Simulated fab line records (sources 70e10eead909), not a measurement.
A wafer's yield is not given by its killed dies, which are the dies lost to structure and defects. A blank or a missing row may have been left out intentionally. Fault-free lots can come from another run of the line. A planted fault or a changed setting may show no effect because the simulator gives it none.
Matching of chambers | flow nandHarc | NHARC_A_WL_FILL_ETCHBACK_26 on rieSi-06 has 4 sister chambers
The step etches the open film in HBr, target depth 52 nm, time 13.3 s. 18 wafers are shown with their chamber, then 9 later ones without.

WAFERS, EACH WITH ITS CHAMBER
wafer  | chamber | drypumpMotorCurrentA (A) | oesProductAu (a.u.) | chamberPressureMTorr (mTorr)
L076.1 | 1       | 6.2                      | 1.002               | 15.033
L076.2 | 2       | 5.1                      | 0.993               | 14.986
L076.6 | 1       | 6.2                      | 1.013               | 15.011
L081.2 | 3       | 5.7                      | 1.014               | 15.012
L081.3 | 1       | 6.2                      | 0.971               | 14.977
L081.4 | 2       | 5.1                      | 0.993               | 14.976
L082.1 | 3       | 5.7                      | 0.997               | 14.985
L082.2 | 0       | 5.2                      | 0.993               | 15.011
L082.4 | 1       | 6.2                      | 0.967               | 14.974
L084.3 | 0       | 5.1                      | 0.999               | 14.994
L084.4 | 1       | 6.2                      | 0.980               | 15.010
L084.5 | 2       | 5.1                      | 0.989               | 15.016
L087.2 | 1       | 6.2                      | 0.986               | 15.010
L087.3 | 0       | 5.1                      | 1.002               | 15.025
L087.5 | 0       | 5.1                      | 0.996               | 14.983
L086.1 | 2       | 5.1                      | 0.989               | 14.987
L086.3 | 3       | 5.7                      | 1.006               | 14.988
L086.5 | 0       | 5.2                      | 0.983               | 14.982

SIGNATURES (means of the wafers above)
reading              | chamber 0 | chamber 1 | chamber 2 | chamber 3 | scatter within a chamber
drypumpMotorCurrentA | 5.140     | 6.200     | 5.100     | 5.700     | 0.0293
oesProductAu         | 0.99460   | 0.98650   | 0.99100   | 1.00567   | 0.0119
chamberPressureMTorr | 14.99900  | 15.00250  | 14.99125  | 14.99500  | 0.0195
Rule: for a wafer and a chamber, the distance is found by dividing, reading by reading, the gap between the wafer's reading and the chamber's mean by the reading's scatter, squaring, summing and taking the root. The wafer belongs to the nearest chamber; if the next one is less than 2 further off, it can't be placed. The scatter: take each reading less its chamber's mean, square it, sum over the shown wafers, divide by the number of wafers less the number of chambers, and take the root.

WAFERS WITH NO CHAMBER GIVEN
wafer  | drypumpMotorCurrentA (A) | oesProductAu (a.u.) | chamberPressureMTorr (mTorr)
L092.2 | 6.2                      | 0.980               | 15.016
L092.3 | 5.1                      | 0.987               | 14.994
L092.6 | 5.1                      | 0.995               | 14.986
L095.1 | 5.7                      | 1.019               | 14.972
L095.4 | 6.2                      | 0.978               | 15.010
L095.6 | 5.1                      | 0.994               | 14.990
L094.2 | 5.1                      | 0.998               | 14.985
L094.4 | 6.2                      | 0.985               | 15.016
L094.6 | 6.2                      | 0.973               | 15.029

CHAMBER TAKEN BY EACH
wafer  | from the rows above     | in truth
L092.2 | 1                       | 1
L092.3 | can't be placed: 2 or 0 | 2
L092.6 | can't be placed: 2 or 0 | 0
L095.1 | 3                       | 3
L095.4 | 1                       | 1
L095.6 | can't be placed: 2 or 0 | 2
L094.2 | can't be placed: 2 or 0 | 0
L094.4 | 1                       | 1
L094.6 | 1                       | 1
Correct placement for 5 of the 9. Not placeable from these rows: 4 (in 4, the candidates include the true chamber). Wrongly placed: 0.
